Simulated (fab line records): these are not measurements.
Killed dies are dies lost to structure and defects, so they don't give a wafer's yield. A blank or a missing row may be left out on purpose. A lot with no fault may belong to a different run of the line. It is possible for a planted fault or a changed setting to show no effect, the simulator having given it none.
fab line records ; flow nand_harc
record: lots: 7; wafers: 20; last_day: 32
route steps=1302 shown P_BONDPAD@360 END@1302
lots that met no fault: taken from a fault-free run of the same line
start_h: hours from the record's opening day to when the first of the lot's shown wafers began ; wait_h: hours since the lot's step before ; " identical to the entry in the row above ; L1.1+2: one row covering several wafers at once ; - no value, or no start was given ; * or withheld: withheld ; < > ~ a bound
route shown NAME@n: NAME is a module with steps in the file, n the number in the route of the first one ; usual: mean/standard deviation of fault-free wafers ; same: alike in all rows ; chamber/n: place in a boat ; sites: the reading at each site ; _std_site: how widely they spread, as a standard deviation ; _edge_site: outer sites' mean less inner sites' ; radius_mm: for every site, how far away it sits from the centre of the wafer ; mask NAME#n: copy n ; behind: the last tool/chamber to shape the wafer ; hold: why the lot was held/for how many hours/how that ended ; device: transistor that didn't switch, given as n, p or np ; end of line: the tests these same wafers got at the end of their route ; where a step has no rows: the recipe by itself ; killed: at the first sort, the dies lost to defects and structure; wafer yield is something else ; map: shows each die of a wafer: x if killed, . if not, _ if none is there
set.NAME: the setting as run; set.NAME@STEP: as run at that earlier step ; model.NAME: the simulator's own value behind a step, which no gauge read
certain route steps with their lots: each step a table, each wafer a row
services: when a tool's chamber went out of use (start_h, in hours from the record's first day, below 0 if earlier), for how many hours, and the reason
== steps ==
step: NHARC_P_BONDPAD_EBR_05
step: NHARC_P_BONDPAD_EXPOSE_06
recipe: na: 0.55; dose_mj: 37.06; mask_id: P_BPAD
step: NHARC_P_BONDPAD_PEB_07
recipe: peb_temp_c: 128; peb_time_s: 80
step: NHARC_P_BONDPAD_DEVELOP_08
recipe: time_s: 50; dev_temp_c: 22
step: NHARC_P_BONDPAD_CD_MEAS_09
recipe: target_cd_nm: 500; landing_energy_ev: 500
usual: cd_nm: 500.4/1.9
lot.wafer;tool;chamber;start_h;wait_h;cd_nm
L812.2;cd_sem-03;0;134.79;-;501.6
L812.4;cd_sem-03;0;134.79;-;497.4
L812.6;cd_sem-03;0;134.79;-;498.8
L818.4;cd_sem-01;0;193.34;-;500.0
L818.5;cd_sem-01;0;193.34;-;501.4
L818.6;cd_sem-01;0;193.34;-;501.7
L822.1;cd_sem-01;0;246.17;-;500.6
L822.2;cd_sem-01;0;246.17;-;501.8
L822.6;cd_sem-01;0;246.17;-;500.7
L825.1;cd_sem-01;0;278.39;-;503.4
L825.4;cd_sem-01;0;278.39;-;502.2
L825.6;cd_sem-01;0;278.39;-;500.6
L827.1;cd_sem-03;0;282.17;-;498.1
L827.3;cd_sem-03;0;282.17;-;502.4
L827.6;cd_sem-03;0;282.17;-;499.6
L830.4;cd_sem-01;0;311.49;-;501.3
L830.6;cd_sem-01;0;311.49;-;500.5
L834.2;cd_sem-01;0;353.08;-;497.7
L834.5;cd_sem-01;0;353.08;-;499.1
L834.6;cd_sem-01;0;353.08;-;498.2
step: NHARC_P_BONDPAD_OVL_MEAS_38
usual: overlay_x_nm: 1/4.4; overlay_y_nm: 2/5.7
lot.wafer;tool;chamber;start_h;wait_h;overlay_x_nm;overlay_y_nm
L812.2;overlay-01;-;134.88;-;2;8
L812.4;overlay-01;-;134.88;-;1;8
L812.6;overlay-01;-;134.88;-;2;8
L818.4;overlay-01;-;193.42;-;7;3
L818.5;overlay-01;-;193.42;-;8;4
L818.6;overlay-01;-;193.42;-;8;3
L822.1;overlay-01;-;246.26;-;-2;5
L822.2;overlay-01;-;246.26;-;-2;4
L822.6;overlay-01;-;246.26;-;-2;4
L825.1;overlay-01;-;278.48;-;8;4
L825.4;overlay-01;-;278.48;-;8;4
L825.6;overlay-01;-;278.48;-;8;4
L827.1;overlay-02;-;282.26;-;-6;-5
L827.3;overlay-02;-;282.26;-;-5;-5
L827.6;overlay-02;-;282.26;-;-5;-4
L830.4;overlay-02;-;311.57;-;-2;-4
L830.6;overlay-02;-;311.57;-;-2;-4
L834.2;overlay-01;-;353.17;-;7;-7
L834.5;overlay-01;-;353.17;-;8;-7
L834.6;overlay-01;-;353.17;-;8;-7
step: NHARC_P_BONDPAD_HARDBAKE_10
recipe: temp_c: 118; time_s: 65
step: NHARC_P_BONDPAD_DESCUM_11
recipe: time_s: 3; o2_flow_sccm: 200; ar_flow_sccm: 0; bias_power_w: 0; chemistry: O2
usual: chamber_pressure_mTorr: 60.00/0.052; drypump_motor_current_A: 5.7/0.36; oes_product_au: 0.999/0.011; rf_vpp_V: 57.8/0.82; showerhead_plenum_p_Torr: 1.93/0.064; throttle_valve_pct: 11.310/0.0093
lot.wafer;tool;chamber;start_h;wait_h;chamber_pressure_mTorr;drypump_motor_current_A;oes_product_au;rf_hours_counter_h;rf_vpp_V;showerhead_plenum_p_Torr;throttle_valve_pct
L812.4;rie_diel-04;2;135.00;-;60.00;6.3;1.003;6.5;58.3;1.91;11.318
L812.2;rie_diel-04;3;135.00;-;60.08;5.3;0.981;6.3;57.6;2.03;11.304
L812.6;rie_diel-04;3;135.00;-;60.05;5.3;0.988;-;58.8;2.03;11.312
L818.4;rie_diel-02;2;193.57;-;60.08;5.4;0.989;9.5;58.1;1.93;11.306
L818.5;rie_diel-02;3;193.57;-;60.05;6.0;0.983;-;57.0;1.95;11.315
L818.6;rie_diel-02;0;193.57;-;60.02;5.8;1.004;-;58.2;1.90;11.308
L822.1;rie_diel-02;2;246.38;-;59.97;5.4;1.008;0.8;58.4;1.93;11.336
L822.2;rie_diel-02;3;246.38;-;60.02;6.0;1.008;0.8;57.3;1.95;11.310
L822.6;rie_diel-02;3;246.38;-;60.08;6.0;0.994;-;56.7;1.95;11.324
L825.1;rie_diel-04;1;278.62;-;59.99;5.5;0.995;3.3;59.4;1.97;11.300
L825.4;rie_diel-04;2;278.62;-;60.02;6.3;0.988;2.9;57.6;1.91;11.310
L825.6;rie_diel-04;3;278.62;-;60.01;5.3;0.981;-;57.0;2.03;11.306
L827.1;rie_diel-12;3;282.38;-;60.12;5.8;1.008;0.3;57.3;2.01;11.311
L827.3;rie_diel-12;0;282.38;-;59.96;5.9;0.991;0.2;57.0;1.87;11.296
L827.6;rie_diel-12;0;282.38;-;60.00;5.8;1.010;-;57.9;1.87;11.316
L830.4;rie_diel-04;1;311.70;-;60.09;5.5;1.015;5.3;56.2;1.97;11.304
L830.6;rie_diel-04;1;311.70;-;59.98;5.5;1.021;-;56.3;1.97;11.315
L834.2;rie_diel-12;1;353.29;-;60.06;5.3;0.998;1.9;58.6;1.90;11.309
L834.6;rie_diel-12;1;353.29;-;60.06;5.3;0.993;-;56.2;1.90;11.316
L834.5;rie_diel-12;2;353.29;-;59.97;5.3;1.017;-;56.8;1.82;11.318
step: NHARC_P_BONDPAD_ETCH_37
recipe: target_depth_a: 600; overetch_a: 180; time_s: 65.91; ion_energy_ev: 200; n2_flow_sccm: 150; h2_flow_sccm: 150; ar_flow_sccm: 0; rf_w: 400; bias_w: 150; chemistry: N2/H2
usual: chamber_pressure_mTorr: 30.002/0.027; drypump_motor_current_A: 5.7/0.37; oes_product_au: 0.999/0.01; rf_vpp_V: 431.1/2.2; run_length_s: 87.1/0.39; showerhead_plenum_p_Torr: 2.06/0.072; throttle_valve_pct: 14.173/0.0095
lot.wafer;tool;chamber;start_h;wait_h;chamber_pressure_mTorr;drypump_motor_current_A;oes_product_au;rf_hours_counter_h;rf_vpp_V;run_length_s;showerhead_plenum_p_Torr;throttle_valve_pct
L812.2;rie_diel-04;2;135.09;0.1;29.953;6.3;0.997;6.5;430.7;87.2;2.04;14.180
L812.4;rie_diel-04;1;135.09;0.1;29.986;5.5;1.007;7.3;432.9;87.9;2.10;14.175
L812.6;rie_diel-04;2;135.09;0.1;30.010;6.4;1.006;-;430.6;87.3;2.04;14.187
L818.4;rie_diel-02;0;193.63;0.1;30.007;5.8;1.005;10.2;430.4;87.2;2.03;14.184
L818.5;rie_diel-02;0;193.63;0.1;29.995;5.8;1.011;-;430.2;87.4;2.03;14.177
L818.6;rie_diel-02;1;193.63;0.1;29.995;5.0;0.989;-;429.6;86.8;1.97;14.185
L822.2;rie_diel-02;1;246.47;0.1;29.992;5.0;0.988;1.2;429.5;87.0;1.96;14.150
L822.1;rie_diel-02;3;246.47;0.1;29.988;6.0;1.001;0.8;430.6;88.0;2.08;14.176
L822.6;rie_diel-02;2;246.47;0.1;30.019;5.4;1.001;-;431.9;86.7;2.06;14.180
L825.1;rie_diel-04;2;278.69;0.1;30.023;6.3;1.010;2.9;429.7;87.4;2.04;14.168
L825.4;rie_diel-04;3;278.69;0.1;30.024;5.3;0.993;3.1;433.9;87.1;2.17;14.178
L825.6;rie_diel-04;2;278.69;0.1;30.026;6.3;1.014;-;429.9;87.8;2.04;14.171
L827.3;rie_diel-12;2;282.48;0.1;30.003;5.3;0.991;0.3;426.7;87.3;1.93;14.174
L827.1;rie_diel-12;3;282.48;0.1;30.020;5.8;1.010;0.3;431.6;86.9;2.14;14.153
L827.6;rie_diel-12;2;282.48;0.1;30.050;5.3;0.989;-;427.6;87.2;1.93;14.171
L830.4;rie_diel-04;0;311.79;0.1;29.947;6.0;0.986;5.5;430.3;87.5;2.10;14.169
L830.6;rie_diel-04;2;311.79;0.1;30.041;6.3;1.008;-;430.7;87.2;2.04;14.181
L834.2;rie_diel-12;2;353.40;0.1;30.008;5.3;1.003;2.7;428.5;86.9;1.93;14.167
L834.6;rie_diel-12;3;353.40;0.1;30.023;5.8;1.003;-;432.7;86.9;2.14;14.173
L834.5;rie_diel-12;0;353.40;0.1;29.993;5.8;1.001;-;428.8;86.3;1.99;14.171
step: NHARC_P_BONDPAD_ETCH_12
recipe: target_depth_a: 2000; time_s: 100; chf3_flow_sccm: 50; o2_flow_sccm: 10; ar_flow_sccm: 200; rf_w: 500; bias_w: 200; chemistry: CHF3/O2
usual: chamber_pressure_mTorr: 25.000/0.021; drypump_motor_current_A: 5.7/0.38; oes_product_au: 0.941/0.025; rf_vpp_V: 371.2/1.8; run_length_s: 121.2/0.4; showerhead_plenum_p_Torr: 2.43/0.078; throttle_valve_pct: 20.573/0.009
lot.wafer;tool;chamber;start_h;wait_h;chamber_pressure_mTorr;drypump_motor_current_A;oes_product_au;rf_hours_counter_h;rf_vpp_V;run_length_s;showerhead_plenum_p_Torr;throttle_valve_pct
L812.4;rie_diel-04;3;-;-;24.973;5.3;0.908;6.4;373.6;120.8;2.55;20.562
L812.2;rie_diel-04;0;-;-;24.970;6.0;0.924;7.2;371.8;121.1;2.47;20.579
L812.6;rie_diel-04;3;-;-;25.005;5.3;0.912;-;372.6;121.3;2.55;20.574
L818.4;rie_diel-02;0;-;-;24.967;5.8;0.939;10.2;370.2;121.5;2.39;20.568
L818.5;rie_diel-02;2;-;-;24.968;5.4;0.923;-;370.3;121.2;2.42;20.554
L818.6;rie_diel-02;3;-;-;25.016;6.0;0.914;-;371.4;122.4;2.45;20.566
L822.2;rie_diel-02;2;-;-;25.010;5.4;0.965;0.9;371.1;121.1;2.42;20.592
L822.1;rie_diel-02;0;-;-;24.974;5.8;0.988;1.3;371.2;121.9;2.39;20.579
L822.6;rie_diel-02;2;-;-;24.989;5.4;0.976;-;370.1;120.9;2.42;20.580
L825.4;rie_diel-04;2;-;-;24.968;6.3;0.976;2.9;370.4;121.5;2.40;20.559
L825.1;rie_diel-04;1;-;-;25.021;5.5;0.989;3.3;373.3;121.2;2.47;20.573
L825.6;rie_diel-04;3;-;-;24.979;5.3;0.950;-;374.1;121.0;2.54;20.581
L827.3;rie_diel-12;2;-;-;25.011;5.3;0.961;0.4;367.5;121.0;2.29;20.576
L827.1;rie_diel-12;3;-;-;25.015;5.8;0.961;0.3;374.3;120.6;2.51;20.568
L827.6;rie_diel-12;1;-;-;24.994;5.3;0.978;-;370.5;121.5;2.39;20.575
L830.4;rie_diel-04;2;-;-;25.030;6.3;0.928;4.8;371.0;121.3;2.40;20.579
L830.6;rie_diel-04;2;-;-;25.008;6.3;0.913;-;369.1;121.2;2.40;20.600
L834.2;rie_diel-12;3;-;-;24.997;5.8;0.924;2.7;372.8;121.1;2.51;20.556
L834.5;rie_diel-12;0;-;-;25.020;5.8;0.926;-;370.3;120.9;2.34;20.572
L834.6;rie_diel-12;1;-;-;25.001;5.3;0.914;-;369.9;121.5;2.39;20.567
step: NHARC_P_BONDPAD_CD_MEAS_13
usual: cd_nm: 500.0/2
lot.wafer;tool;chamber;start_h;wait_h;cd_nm
L812.2;cd_sem-03;-;135.32;-;500.1
L812.4;cd_sem-03;-;135.32;-;495.5
L812.6;cd_sem-03;-;135.32;-;497.6
L818.4;cd_sem-02;-;193.86;-;500.2
L818.5;cd_sem-02;-;193.86;-;500.5
L818.6;cd_sem-02;-;193.86;-;500.8
L822.1;cd_sem-02;-;246.70;-;500.7
L822.2;cd_sem-02;-;246.70;-;502.3
L822.6;cd_sem-02;-;246.70;-;501.6
L825.1;cd_sem-02;-;278.91;-;502.0
L825.4;cd_sem-02;-;278.91;-;502.3
L825.6;cd_sem-02;-;278.91;-;500.7
L827.1;cd_sem-01;-;282.70;-;498.2
L827.3;cd_sem-01;-;282.70;-;503.2
L827.6;cd_sem-01;-;282.70;-;500.3
L830.4;cd_sem-02;-;312.02;-;500.7
L830.6;cd_sem-02;-;312.02;-;500.3
L834.2;cd_sem-02;-;353.61;-;497.3
L834.5;cd_sem-02;-;353.61;-;498.5
L834.6;cd_sem-02;-;353.61;-;498.0
step: NHARC_P_BONDPAD_STRIP_15
recipe: o2_flow_sccm: 500; ar_flow_sccm: 0; bias_w: 0; chemistry: O2
usual: chamber_pressure_mTorr: 60.00/0.054; drypump_motor_current_A: 5.6/0.32; oes_product_au: 1.001/0.011; rf_vpp_V: 57.7/0.8; showerhead_plenum_p_Torr: 3.54/0.12; throttle_valve_pct: 17.036/0.0085
lot.wafer;tool;chamber;start_h;wait_h;chamber_pressure_mTorr;drypump_motor_current_A;oes_product_au;rf_hours_counter_h;rf_vpp_V;showerhead_plenum_p_Torr;throttle_valve_pct
L812.2;rie_diel-02;3;135.41;0.1;60.06;6.0;0.995;7.5;57.6;3.60;17.032
L812.4;rie_diel-02;2;135.41;0.1;59.97;5.4;0.999;-;58.8;3.56;17.039
L812.6;rie_diel-02;3;135.41;0.1;59.93;6.0;0.985;-;57.6;3.60;17.033
L818.4;rie_diel-12;3;193.95;0.1;59.96;5.8;0.983;2.3;57.8;3.69;17.037
L818.6;rie_diel-12;2;193.95;0.1;60.13;5.3;1.019;-;57.3;3.36;17.035
L818.5;rie_diel-12;3;193.95;0.1;60.06;5.8;0.983;-;57.4;3.69;17.031
L822.2;rie_diel-04;2;246.79;0.1;59.98;6.3;0.999;2.1;56.6;3.52;17.028
L822.1;rie_diel-04;0;246.79;0.1;59.91;6.1;0.981;2.3;58.0;3.62;17.030
L822.6;rie_diel-04;1;246.79;0.1;60.07;5.5;1.010;-;58.6;3.63;17.038
L825.4;rie_diel-12;2;278.99;0.1;59.98;5.3;1.007;0.2;56.7;3.36;17.034
L825.1;rie_diel-12;3;278.99;0.1;59.93;5.8;1.011;0.2;57.2;3.69;17.021
L825.6;rie_diel-12;3;278.99;0.1;59.98;5.8;1.019;-;57.7;3.69;17.037
L827.3;rie_diel-12;2;282.80;0.1;59.97;5.3;1.004;0.4;57.0;3.36;17.038
L827.1;rie_diel-12;3;282.80;0.1;60.02;5.8;1.012;0.3;56.8;3.69;17.034
L827.6;rie_diel-12;0;282.80;0.1;60.00;5.9;1.003;-;57.1;3.45;17.033
L830.4;rie_diel-12;1;312.12;0.1;59.96;5.3;1.007;1.2;58.3;3.51;17.042
L830.6;rie_diel-12;3;312.12;0.1;59.94;5.8;1.016;-;57.4;3.69;17.039
L834.2;rie_diel-04;2;353.72;0.1;59.94;6.4;1.005;7.3;58.2;3.52;17.041
L834.6;rie_diel-04;0;353.72;0.1;60.04;6.1;0.986;-;58.2;3.62;17.036
L834.5;rie_diel-04;1;353.72;0.1;60.01;5.5;0.992;-;59.2;3.62;17.043
step: NHARC_P_BONDPAD_ETCH_24
recipe: target_depth_a: 300; over_etch_frac: 0.3; time_s: 72.99; ion_energy_ev: 150; cf4_flow_sccm: 50; n2_flow_sccm: 100; ar_flow_sccm: 150; rf_w: 300; bias_w: 100; chemistry: CF4/N2
usual: chamber_pressure_mTorr: 29.997/0.029; drypump_motor_current_A: 5.6/0.33; oes_product_au: 1.001/0.011; rf_vpp_V: 314.2/1.7; run_length_s: 94.2/0.4; showerhead_plenum_p_Torr: 2.63/0.087; throttle_valve_pct: 19.795/0.0091
lot.wafer;tool;chamber;start_h;wait_h;chamber_pressure_mTorr;drypump_motor_current_A;oes_product_au;rf_hours_counter_h;rf_vpp_V;run_length_s;showerhead_plenum_p_Torr;throttle_valve_pct
L812.2;rie_diel-02;0;135.58;0.1;29.964;5.8;1.004;7.5;313.9;94.3;2.61;19.795
L812.6;rie_diel-02;0;135.58;0.1;30.038;5.8;1.002;-;313.7;94.9;2.61;19.776
L812.4;rie_diel-02;3;135.58;0.1;30.071;6.0;0.979;-;315.0;95.1;2.68;19.796
L818.4;rie_diel-12;3;194.10;-;30.036;5.8;0.997;2.4;315.9;93.6;2.75;19.773
L818.5;rie_diel-12;0;194.10;-;30.009;5.8;1.016;-;312.9;93.5;2.57;19.796
L818.6;rie_diel-12;1;194.10;-;29.977;5.3;0.987;-;313.0;94.4;2.62;19.799
L822.2;rie_diel-04;1;246.93;-;29.983;5.5;1.010;2.3;315.7;94.1;2.70;19.796
L822.1;rie_diel-04;2;246.93;-;29.980;6.4;1.001;2.2;314.5;94.2;2.62;19.780
L822.6;rie_diel-04;1;246.93;-;30.017;5.5;1.001;-;317.4;94.7;2.70;19.800
L825.1;rie_diel-12;3;279.15;-;29.995;5.8;1.012;0.2;316.7;94.0;2.75;19.780
L825.4;rie_diel-12;1;279.15;-;29.970;5.3;0.987;0.1;313.0;94.6;2.61;19.796
L825.6;rie_diel-12;2;279.15;-;29.968;5.2;1.003;-;312.4;76.1;2.50;19.803
L827.1;rie_diel-12;2;282.93;-;30.017;5.3;0.987;0.4;311.7;94.2;2.50;19.808
L827.3;rie_diel-12;3;282.93;-;30.013;5.8;1.023;0.4;317.1;93.8;2.75;19.806
L827.6;rie_diel-12;0;282.93;-;30.000;5.8;0.990;-;312.4;75.5;2.56;19.788
L830.4;rie_diel-12;0;312.25;-;30.000;5.9;0.993;1.3;313.4;93.4;2.56;19.813
L830.6;rie_diel-12;2;312.25;-;30.013;5.2;1.009;-;312.3;75.9;2.50;19.791
L834.2;rie_diel-04;2;353.84;-;29.996;6.3;1.009;7.3;314.0;94.5;2.62;19.795
L834.5;rie_diel-04;1;353.84;-;29.974;5.5;1.000;-;315.4;94.3;2.70;19.797
L834.6;rie_diel-04;2;353.84;-;30.003;6.4;0.993;-;313.2;94.5;2.62;19.789
step: NHARC_P_BONDPAD_STRIP_16
recipe: time_s: 600; temp_c: 30; chemistry: post_etch_residue_remover
step: NHARC_END_SORT_01
recipe: temp_c: 25
usual: defect_limited_yield: 90.1/2.6; killed_at_array: 63/17; killed_at_other: 0.8/1.1; killed_at_periphery: 3.5/3; killed_dies: 67/17; killed_open: 3.1/1.6; killed_short: 2.6/1.4
same: gross_dies: 677
lot.wafer;tool;chamber;start_h;wait_h;defect_limited_yield[%];killed_at_array;killed_at_other;killed_at_periphery;killed_dies;killed_open;killed_short
L812.2;prober-02;0;581.43;2.8;87.9;76;1;5;82;6;3
L812.4;prober-02;0;583.01;3.4;88.6;76;0;1;77;0;4
L812.6;prober-02;0;584.59;4.0;87.4;79;1;5;85;4;1
L818.4;prober-02;0;616.26;3.4;93.1;44;0;3;47;1;1
L818.5;prober-02;0;617.06;3.7;91.3;56;0;3;59;2;4
L818.6;prober-02;0;617.87;4.0;92.9;45;0;3;48;4;1
L822.1;prober-01;0;671.45;2.5;93.1;44;3;0;47;3;4
L822.2;prober-01;0;672.25;2.8;93.8;41;1;0;42;3;0
L822.6;prober-01;0;675.44;4.0;92.5;46;0;5;51;3;4
L825.1;prober-01;0;706.01;2.5;89.8;62;0;7;69;5;2
L825.4;prober-01;0;708.37;3.4;87.7;74;0;9;83;6;3
L825.6;prober-01;0;709.95;3.9;87.4;80;1;4;85;1;1
L827.1;prober-02;0;715.54;2.5;90.4;57;4;4;65;4;0
L827.3;prober-02;0;717.13;3.1;91.1;55;3;2;60;2;4
L827.6;prober-02;0;719.51;4.0;92.9;45;2;1;48;4;2
L830.4;prober-01;0;761.37;3.4;90.8;60;0;2;62;5;2
L830.6;prober-01;0;762.96;4.0;92.0;53;0;1;54;3;0
L834.2;prober-01;0;771.86;2.8;91.1;59;0;1;60;4;4
L834.5;prober-01;0;774.27;3.7;91.4;54;1;3;58;2;2
L834.6;prober-01;0;775.07;4.0;93.2;42;2;2;46;3;4
killed by level:class
L812.2 A_CHANNEL_HOLE_D2:chamber_film_flake=34 A_CHANNEL_HOLE_D1:chamber_film_flake=27 A_STAIRCASE:chamber_film_flake=7 A_WL_FILL:geometric_particle:open=2 P_M2:chamber_film_flake=2 P_M0:geometric_particle:short=1 P_M2:geometric_particle:open=1 A_ONON_D1:geometric_particle:open=1
L812.4 A_CHANNEL_HOLE_D1:chamber_film_flake=33 A_CHANNEL_HOLE_D2:chamber_film_flake=30 A_CONTACT:chamber_film_flake=5 A_STAIRCASE:chamber_film_flake=4 A_ONON_D2:geometric_particle:short=3 A_CHANNEL_FILL_D1:geometric_particle:short=1 P_M0:chamber_film_flake=1
L812.6 A_CHANNEL_HOLE_D2:chamber_film_flake=32 A_CHANNEL_HOLE_D1:chamber_film_flake=29 A_STAIRCASE:chamber_film_flake=10 P_M2:chamber_film_flake=3 A_CONTACT:chamber_film_flake=3 P_GATE:geometric_particle:open=1 A_SOURCE_PLATE:geometric_particle:open=1 A_DECK1_JOINT:geometric_particle:short=1
L818.4 A_CHANNEL_HOLE_D2:chamber_film_flake=34 A_CHANNEL_HOLE_D1:chamber_film_flake=3 A_CONTACT:chamber_film_flake=3 A_SGD_CUT:geometric_particle:short=1 A_CONTACT:geometric_particle:open=1 P_ZERO_WELL:chamber_film_flake=1 P_STI:chamber_film_flake=1 P_BONDPAD:chamber_film_flake=1
L818.5 A_CHANNEL_HOLE_D2:chamber_film_flake=35 A_CONTACT:chamber_film_flake=6 A_ZERO_WELL:chamber_film_flake=3 A_CHANNEL_HOLE_D1:chamber_film_flake=3 A_CHANNEL_FILL_D2:geometric_particle:short=2 P_BONDPAD:chamber_film_flake=2 A_CHANNEL_HOLE_D1:geometric_particle:short=1 A_CHANNEL_FILL_D1:geometric_particle:open=1
L818.6 A_CHANNEL_HOLE_D2:chamber_film_flake=31 A_CONTACT:chamber_film_flake=4 A_CHANNEL_FILL_D1:geometric_particle:open=2 P_BONDPAD:chamber_film_flake=2 A_CHANNEL_HOLE_D1:chamber_film_flake=2 A_WL_FILL:chamber_film_flake=2 P_M1:geometric_particle:open=1 A_CHANNEL_FILL_D1:geometric_particle:short=1
L822.1 A_CHANNEL_HOLE_D2:chamber_film_flake=19 A_CHANNEL_HOLE_D1:chamber_film_flake=7 A_CHANNEL_FILL_D2:chamber_film_flake=4 A_CHANNEL_FILL_D1:chamber_film_flake=3 A_BLC:chamber_film_flake=2 THIN_TSV:chamber_film_flake=2 A_CHANNEL_FILL_D1:geometric_particle:short=1 A_ONON_D2:geometric_particle:short=1
L822.2 A_CHANNEL_HOLE_D2:chamber_film_flake=24 A_CHANNEL_HOLE_D1:chamber_film_flake=7 A_CHANNEL_FILL_D2:chamber_film_flake=2 A_CONTACT:chamber_film_flake=2 A_ONON_D1:geometric_particle:open=1 A_WL_FILL:geometric_particle:open=1 A_M0:geometric_particle:open=1 A_ZERO_WELL:chamber_film_flake=1
L822.6 A_CHANNEL_HOLE_D2:chamber_film_flake=24 A_CHANNEL_FILL_D1:chamber_film_flake=6 A_CHANNEL_HOLE_D1:chamber_film_flake=4 P_CONTACT:geometric_particle:open=2 A_WL_FILL:geometric_particle:short=2 P_ZERO_WELL:chamber_film_flake=2 A_SLIT:chamber_film_flake=2 A_CONTACT:chamber_film_flake=2
L825.1 A_SLIT:chamber_film_flake=28 A_CHANNEL_HOLE_D1:chamber_film_flake=19 A_CONTACT:chamber_film_flake=4 P_STI:chamber_film_flake=3 A_WL_FILL:chamber_film_flake=3 A_DECK1_JOINT:chamber_film_flake=2 P_CONTACT:geometric_particle:open=1 P_M0:geometric_particle:open=1
L825.4 A_SLIT:chamber_film_flake=34 A_CHANNEL_HOLE_D1:chamber_film_flake=24 P_STI:chamber_film_flake=3 A_WL_FILL:chamber_film_flake=3 A_CONTACT:chamber_film_flake=3 P_M0:geometric_particle:open=2 P_BONDPAD:chamber_film_flake=2 A_CHANNEL_FILL_D1:chamber_film_flake=2
L825.6 A_SLIT:chamber_film_flake=37 A_CHANNEL_HOLE_D1:chamber_film_flake=31 A_CONTACT:chamber_film_flake=4 A_CHANNEL_FILL_D1:chamber_film_flake=3 P_BONDPAD:chamber_film_flake=2 A_WL_FILL:geometric_particle:short=1 A_BLC:geometric_particle:open=1 P_STI:chamber_film_flake=1
L827.1 A_CHANNEL_HOLE_D2:chamber_film_flake=24 A_CHANNEL_HOLE_D1:chamber_film_flake=12 A_CONTACT:chamber_film_flake=7 A_SLIT:chamber_film_flake=4 THIN_TSV:chamber_film_flake=4 P_BONDPAD:chamber_film_flake=2 A_CHANNEL_FILL_D2:chamber_film_flake=2 A_CHANNEL_FILL_D1:geometric_particle:open=1
L827.3 A_CHANNEL_HOLE_D2:chamber_film_flake=23 A_CHANNEL_HOLE_D1:chamber_film_flake=8 A_SLIT:chamber_film_flake=8 A_CONTACT:chamber_film_flake=8 THIN_TSV:chamber_film_flake=3 A_DECK1_JOINT:geometric_particle:short=1 A_CHANNEL_FILL_D2:geometric_particle:short=1 A_SLIT:geometric_particle:short=1
L827.6 A_CHANNEL_HOLE_D2:chamber_film_flake=22 A_CONTACT:chamber_film_flake=7 A_SLIT:chamber_film_flake=4 A_CHANNEL_HOLE_D1:chamber_film_flake=2 A_STAIRCASE:chamber_film_flake=2 THIN_TSV:chamber_film_flake=2 A_ONON_D1:geometric_particle:open=1 A_CHANNEL_FILL_D1:geometric_particle:short=1
L830.4 A_CHANNEL_HOLE_D2:chamber_film_flake=21 A_CHANNEL_HOLE_D1:chamber_film_flake=10 A_SLIT:chamber_film_flake=10 A_STAIRCASE:chamber_film_flake=9 A_CONTACT:chamber_film_flake=4 P_CONTACT:geometric_particle:open=1 P_M1:geometric_particle:short=1 A_CHANNEL_HOLE_D1:geometric_particle:open=1
L830.6 A_CHANNEL_HOLE_D2:chamber_film_flake=34 A_SLIT:chamber_film_flake=6 A_STAIRCASE:chamber_film_flake=4 A_CHANNEL_HOLE_D1:chamber_film_flake=3 A_CHANNEL_HOLE_D1:geometric_particle:open=2 A_CONTACT:chamber_film_flake=2 A_M0:geometric_particle:open=1 P_CONTACT:chamber_film_flake=1
L834.2 A_CHANNEL_HOLE_D2:chamber_film_flake=24 A_CHANNEL_HOLE_D1:chamber_film_flake=13 A_SLIT:chamber_film_flake=9 A_CONTACT:chamber_film_flake=3 A_DECK1_JOINT:geometric_particle:open=2 A_STAIRCASE:chamber_film_flake=2 P_CONTACT:geometric_particle:short=1 A_ONON_D1:geometric_particle:short=1
L834.5 A_CHANNEL_HOLE_D2:chamber_film_flake=31 A_SLIT:chamber_film_flake=10 A_CHANNEL_HOLE_D1:chamber_film_flake=7 A_CONTACT:chamber_film_flake=3 P_CONTACT:geometric_particle:short=1 P_CONTACT:geometric_particle:open=1 A_WL_FILL:geometric_particle:short=1 A_M0:geometric_particle:open=1
L834.6 A_CHANNEL_HOLE_D2:chamber_film_flake=21 A_CHANNEL_HOLE_D1:chamber_film_flake=14 A_SLIT:chamber_film_flake=3 P_M0:geometric_particle:open=2 A_DECK1_JOINT:geometric_particle:open=1 A_ONON_D2:geometric_particle:short=1 A_CHANNEL_FILL_D2:geometric_particle:short=1 A_WL_FILL:geometric_particle:short=1
== services ==
tool;chamber;start_h;hours;kind
rie_diel-12;0;124.90;-;clean
rie_diel-12;1;124.90;-;clean
rie_diel-12;2;124.90;-;clean
rie_diel-12;3;124.90;-;clean
rie_diel-12;0;131.90;5.8;repair
rie_diel-02;1;133.49;11.4;repair
rie_diel-12;0;149.40;-;clean
rie_diel-12;1;149.40;-;clean
rie_diel-12;2;149.40;-;clean
rie_diel-12;3;149.40;-;clean
rie_diel-12;-;164.53;0.6;repair
rie_diel-12;1;166.11;5.9;repair
rie_diel-12;0;173.90;-;clean
rie_diel-04;-;177.90;9.0;pm
rie_diel-12;-;192.85;0.4;repair
rie_diel-12;1;211.64;2.7;repair
rie_diel-02;-;216.70;9.0;pm
rie_diel-04;-;217.25;0.9;repair
rie_diel-12;-;239.77;0.6;repair
rie_diel-12;-;268.40;9.0;pm
rie_diel-04;-;270.35;0.4;repair
rie_diel-02;0;290.28;11.8;repair
rie_diel-12;1;324.50;12.4;repair
rie_diel-12;-;339.68;0.1;repair
== key ==
first_sign: step: NHARC_P_BONDPAD_ETCH_24; reading: run_length_s; direction: down; sigmas: 46; usual: *; struck: *
effect none on later readings
met_at NHARC_P_BONDPAD_ETCH_24
struck_wafers L825.6,L827.6,L830.6
onset_between 194.10 279.15
fault: kind: process_parameter_drift; tool: rie_diel-12; chamber: -; onset_h: 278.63; steps: NHARC_P_BONDPAD_ETCH_24; channel: time_s; offset: *; shape: step; end_h: 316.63; scope: struck_wafers_only; acts_in: *; stated: *
